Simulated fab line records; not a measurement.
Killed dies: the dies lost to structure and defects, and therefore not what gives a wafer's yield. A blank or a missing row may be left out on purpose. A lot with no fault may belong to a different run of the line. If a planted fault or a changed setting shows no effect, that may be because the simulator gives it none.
Chamber matching :: flow nandHarc :: 4 sister chambers for NHARC_A_CONTACT_ETCH_92 on rieDiel-11
The step etches the open film in CH3F/O2, target depth 40 nm, time 85.7 s. 30 wafers are shown with their chamber, then 12 later ones without.

## WAFERS, EACH WITH ITS CHAMBER
wafer: L078.2
chamber: 2
drypumpMotorCurrentA (A): 5.4
showerheadPlenumPTorr (Torr): 2.51
rfVppV (V): 244.9

wafer: L078.3
chamber: 3
drypumpMotorCurrentA (A): 6.2
showerheadPlenumPTorr (Torr): 2.57
rfVppV (V): 245.2

wafer: L078.6
chamber: 1
drypumpMotorCurrentA (A): 6.0
showerheadPlenumPTorr (Torr): 2.50
rfVppV (V): 245.6

wafer: L080.1
chamber: 3
drypumpMotorCurrentA (A): 6.2
showerheadPlenumPTorr (Torr): 2.57
rfVppV (V): 245.5

wafer: L080.2
chamber: 2
drypumpMotorCurrentA (A): 5.4
showerheadPlenumPTorr (Torr): 2.51
rfVppV (V): 245.4

wafer: L080.3
chamber: 0
drypumpMotorCurrentA (A): 5.8
showerheadPlenumPTorr (Torr): 2.41
rfVppV (V): 245.0

wafer: L081.2
chamber: 2
drypumpMotorCurrentA (A): 5.3
showerheadPlenumPTorr (Torr): 2.51
rfVppV (V): 246.2

wafer: L081.3
chamber: 1
drypumpMotorCurrentA (A): 6.0
showerheadPlenumPTorr (Torr): 2.49
rfVppV (V): 244.5

wafer: L081.4
chamber: 3
drypumpMotorCurrentA (A): 6.2
showerheadPlenumPTorr (Torr): 2.57
rfVppV (V): 246.9

wafer: L082.1
chamber: 1
drypumpMotorCurrentA (A): 6.0
showerheadPlenumPTorr (Torr): 2.49
rfVppV (V): 245.2

wafer: L082.2
chamber: 3
drypumpMotorCurrentA (A): 6.2
showerheadPlenumPTorr (Torr): 2.57
rfVppV (V): 244.9

wafer: L082.5
chamber: 1
drypumpMotorCurrentA (A): 6.0
showerheadPlenumPTorr (Torr): 2.49
rfVppV (V): 244.3

wafer: L086.3
chamber: 2
drypumpMotorCurrentA (A): 5.3
showerheadPlenumPTorr (Torr): 2.50
rfVppV (V): 245.1

wafer: L086.4
chamber: 0
drypumpMotorCurrentA (A): 5.8
showerheadPlenumPTorr (Torr): 2.40
rfVppV (V): 242.7

wafer: L086.5
chamber: 2
drypumpMotorCurrentA (A): 5.4
showerheadPlenumPTorr (Torr): 2.50
rfVppV (V): 245.5

wafer: L089.2
chamber: 0
drypumpMotorCurrentA (A): 5.8
showerheadPlenumPTorr (Torr): 2.40
rfVppV (V): 242.1

wafer: L089.5
chamber: 3
drypumpMotorCurrentA (A): 6.2
showerheadPlenumPTorr (Torr): 2.57
rfVppV (V): 247.0

wafer: L089.6
chamber: 0
drypumpMotorCurrentA (A): 5.8
showerheadPlenumPTorr (Torr): 2.40
rfVppV (V): 243.0

wafer: L088.3
chamber: 3
drypumpMotorCurrentA (A): 6.3
showerheadPlenumPTorr (Torr): 2.57
rfVppV (V): 244.8

wafer: L088.5
chamber: 0
drypumpMotorCurrentA (A): 5.8
showerheadPlenumPTorr (Torr): 2.40
rfVppV (V): 243.0

wafer: L088.6
chamber: 3
drypumpMotorCurrentA (A): 6.2
showerheadPlenumPTorr (Torr): 2.57
rfVppV (V): 245.5

wafer: L091.1
chamber: 2
drypumpMotorCurrentA (A): 5.4
showerheadPlenumPTorr (Torr): 2.50
rfVppV (V): 244.5

wafer: L091.3
chamber: 3
drypumpMotorCurrentA (A): 6.2
showerheadPlenumPTorr (Torr): 2.56
rfVppV (V): 244.8

wafer: L091.4
chamber: 1
drypumpMotorCurrentA (A): 6.0
showerheadPlenumPTorr (Torr): 2.49
rfVppV (V): 244.7

wafer: L090.1
chamber: 0
drypumpMotorCurrentA (A): 5.8
showerheadPlenumPTorr (Torr): 2.40
rfVppV (V): 243.7

wafer: L090.2
chamber: 1
drypumpMotorCurrentA (A): 6.0
showerheadPlenumPTorr (Torr): 2.49
rfVppV (V): 244.7

wafer: L090.4
chamber: 1
drypumpMotorCurrentA (A): 6.0
showerheadPlenumPTorr (Torr): 2.49
rfVppV (V): 244.4

wafer: L092.1
chamber: 2
drypumpMotorCurrentA (A): 5.4
showerheadPlenumPTorr (Torr): 2.50
rfVppV (V): 243.0

wafer: L092.4
chamber: 0
drypumpMotorCurrentA (A): 5.8
showerheadPlenumPTorr (Torr): 2.40
rfVppV (V): 243.5

wafer: L092.5
chamber: 1
drypumpMotorCurrentA (A): 6.0
showerheadPlenumPTorr (Torr): 2.49
rfVppV (V): 245.7

SIGNATURES (averages over the wafers above)
reading: drypumpMotorCurrentA
chamber 0: 5.800
chamber 1: 6.000
chamber 2: 5.371
chamber 3: 6.213
scatter within a chamber: 0.0298

reading: showerheadPlenumPTorr
chamber 0: 2.4014
chamber 1: 2.4912
chamber 2: 2.5043
chamber 3: 2.5687
scatter within a chamber: 0.00408

reading: rfVppV
chamber 0: 243.286
chamber 1: 244.887
chamber 2: 244.943
chamber 3: 245.575
scatter within a chamber: 0.851
Rule: for a wafer and a chamber, the distance is found by dividing, reading by reading, the gap between the wafer's reading and the chamber's mean by the reading's scatter, squaring, summing and taking the root. If the next closest chamber is less than 2 further off than the closest, the wafer can't be placed; otherwise it belongs to the closest. The scatter: the root of (the sum of the squares of (reading less its chamber's mean) over the shown wafers, divided by (wafers less chambers)).

## WAFERS WITHOUT THEIR CHAMBER
wafer: L095.1
drypumpMotorCurrentA (A): 5.8
showerheadPlenumPTorr (Torr): 2.40
rfVppV (V): 242.8

wafer: L095.2
drypumpMotorCurrentA (A): 6.0
showerheadPlenumPTorr (Torr): 2.48
rfVppV (V): 244.6

wafer: L095.4
drypumpMotorCurrentA (A): 5.4
showerheadPlenumPTorr (Torr): 2.50
rfVppV (V): 245.4

wafer: L094.3
drypumpMotorCurrentA (A): 6.0
showerheadPlenumPTorr (Torr): 2.49
rfVppV (V): 245.0

wafer: L094.4
drypumpMotorCurrentA (A): 5.4
showerheadPlenumPTorr (Torr): 2.50
rfVppV (V): 244.6

wafer: L094.6
drypumpMotorCurrentA (A): 6.2
showerheadPlenumPTorr (Torr): 2.56
rfVppV (V): 244.3

wafer: L097.2
drypumpMotorCurrentA (A): 5.8
showerheadPlenumPTorr (Torr): 2.40
rfVppV (V): 243.9

wafer: L097.3
drypumpMotorCurrentA (A): 5.4
showerheadPlenumPTorr (Torr): 2.50
rfVppV (V): 245.6

wafer: L097.4
drypumpMotorCurrentA (A): 6.0
showerheadPlenumPTorr (Torr): 2.48
rfVppV (V): 244.4

wafer: L096.2
drypumpMotorCurrentA (A): 5.3
showerheadPlenumPTorr (Torr): 2.50
rfVppV (V): 245.1

wafer: L096.3
drypumpMotorCurrentA (A): 6.0
showerheadPlenumPTorr (Torr): 2.48
rfVppV (V): 244.6

wafer: L096.6
drypumpMotorCurrentA (A): 6.2
showerheadPlenumPTorr (Torr): 2.56
rfVppV (V): 246.6

## WHICH CHAMBER EACH WENT THROUGH
wafer: L095.1
from the rows above: 0
in truth: 0

wafer: L095.2
from the rows above: 1
in truth: 1

wafer: L095.4
from the rows above: 2
in truth: 2

wafer: L094.3
from the rows above: 1
in truth: 1

wafer: L094.4
from the rows above: 2
in truth: 2

wafer: L094.6
from the rows above: 3
in truth: 3

wafer: L097.2
from the rows above: 0
in truth: 0

wafer: L097.3
from the rows above: 2
in truth: 2

wafer: L097.4
from the rows above: 1
in truth: 1

wafer: L096.2
from the rows above: 2
in truth: 2

wafer: L096.3
from the rows above: 1
in truth: 1

wafer: L096.6
from the rows above: 3
in truth: 3
Correctly placed: 12 of 12. From these rows, 0 cannot be placed. Number placed wrongly: 0.
